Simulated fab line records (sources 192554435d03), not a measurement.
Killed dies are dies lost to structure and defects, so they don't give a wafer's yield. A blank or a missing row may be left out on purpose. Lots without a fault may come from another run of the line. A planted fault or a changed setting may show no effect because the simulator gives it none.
Split-lot trial | flow n5_finfet | 7 lots, 21 wafers read, on a route of 1938 steps

## THE SPLIT
At N5_MOL_CONTACT_COAG_ETCH_15 (etches SiNx in CH3F/O2, stops on Si:P, target depth 7 nm), the setting source_w was moved away from the recipe's 395 W on 5 of the 21 wafers read, by +9.9% to +16.9%. This setting was run at the recipe's value on the other wafers.

The split's own step is where the reading is taken.

## THE READING
rf_vpp_V, in V, at N5_MOL_CONTACT_COAG_ETCH_15 (etches SiNx in CH3F/O2, stops on Si:P, target depth 7 nm). Typical for fault-free wafers on this fab line: 298.8 V, with standard deviation 2.6 V.

wafer  | tool, chamber at the split | source_w as run, W | against the recipe | rf_vpp_V, V | against lot-mates on the recipe
L079.1 | rie_diel-05, 3             | 395                | recipe             | 297.5       | -
L079.2 | rie_diel-05, 2             | 461.6              | +16.9%             | 276.4       | -21.9
L079.3 | rie_diel-05, 1             | 395                | recipe             | 299.0       | -
L083.1 | rie_diel-02, 0             | 395                | recipe             | 301.0       | -
L083.3 | rie_diel-02, 2             | 434.3              | +9.9%              | 287.3       | -13.7
L083.6 | rie_diel-02, 2             | 434.3              | +9.9%              | 287.5       | -13.5
L085.1 | rie_diel-04, 3             | 395                | recipe             | 292.6       | -
L085.5 | rie_diel-04, 1             | 395                | recipe             | 300.1       | -
L085.6 | rie_diel-04, 2             | 395                | recipe             | 298.6       | -
L086.2 | rie_diel-04, 1             | 441.3              | +11.7%             | 287.0       | -10.1
L086.4 | rie_diel-04, 0             | 395                | recipe             | 297.9       | -
L086.6 | rie_diel-04, 0             | 395                | recipe             | 296.3       | -
L089.1 | rie_diel-04, 2             | 395                | recipe             | 298.1       | -
L089.3 | rie_diel-04, 1             | 395                | recipe             | 299.8       | -
L089.5 | rie_diel-04, 3             | 395                | recipe             | 293.0       | -
L093.1 | rie_diel-04, 1             | 395                | recipe             | 302.3       | -
L093.4 | rie_diel-04, 0             | 434.6              | +10.0%             | 283.5       | -17.9
L093.6 | rie_diel-04, 1             | 395                | recipe             | 300.5       | -
L096.1 | rie_diel-05, 3             | 395                | recipe             | 298.1       | -
L096.3 | rie_diel-05, 1             | 395                | recipe             | 298.1       | -
L096.5 | rie_diel-05, 1             | 395                | recipe             | 299.0       | -

THE FIT
A straight line over all 21 wafers: rf_vpp_V changes by -1.2 V for each +1% of source_w; r = -0.93; the points scatter about the line by 2.5 V.
The same after taking each lot's own level away (the mean of its wafers on the recipe; 21 wafers): -1.3 V for each +1%; r = -0.95; scatter 2.4 V.
The reading moves by 22 V for the largest change in source_w, on that fit.
Measured against the standard deviation above, the lots' own levels, which go from 296.97 to 301.40 V, span 1.7 times it.
So the lot-to-lot level changes the slope little: the two slopes agree.
Check: for one of the wafers moved furthest among these (+16.9%), held out of the fit, the line's prediction against its lot-mates is -22 V. It came out at -21.9 V against them.
Tool readings at the split's step, against how far the setting was moved: rf_vpp_V r = -0.93.

## OTHER SPLITS ON THESE WAFERS
Before the reading, these wafers also passed through other splits. Each is held against what the fit with the lots' levels taken away leaves over:
other split on the same wafers               | wafers away from the commonest value | r with rf_vpp_V (lot level and that fit taken away)
N5_FIN_CUT_COAT_19 spin_rpm                  | 5                                    | +0.11
N5_SPACER0_ALD_00 ald_cycles                 | 6                                    | +0.18
N5_SD_EPI_P_COAT_34 spin_rpm                 | 8                                    | -0.05
N5_HKMG_FIN_ETCH_54 source_w                 | 6                                    | +0.21
N5_HKMG_FIN_ETCH_55 bias_w                   | 7                                    | -0.14
N5_GATE_CUT_ALD_22 ald_cycles                | 10                                   | -0.25
N5_MOL_CONTACT_COAG_CONTACT_ETCH_14 source_w | 8                                    | +0.01

## THE FILE'S OWN FIT
rf_vpp_V changes by -1.29 V for each +1% of source_w, r = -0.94.
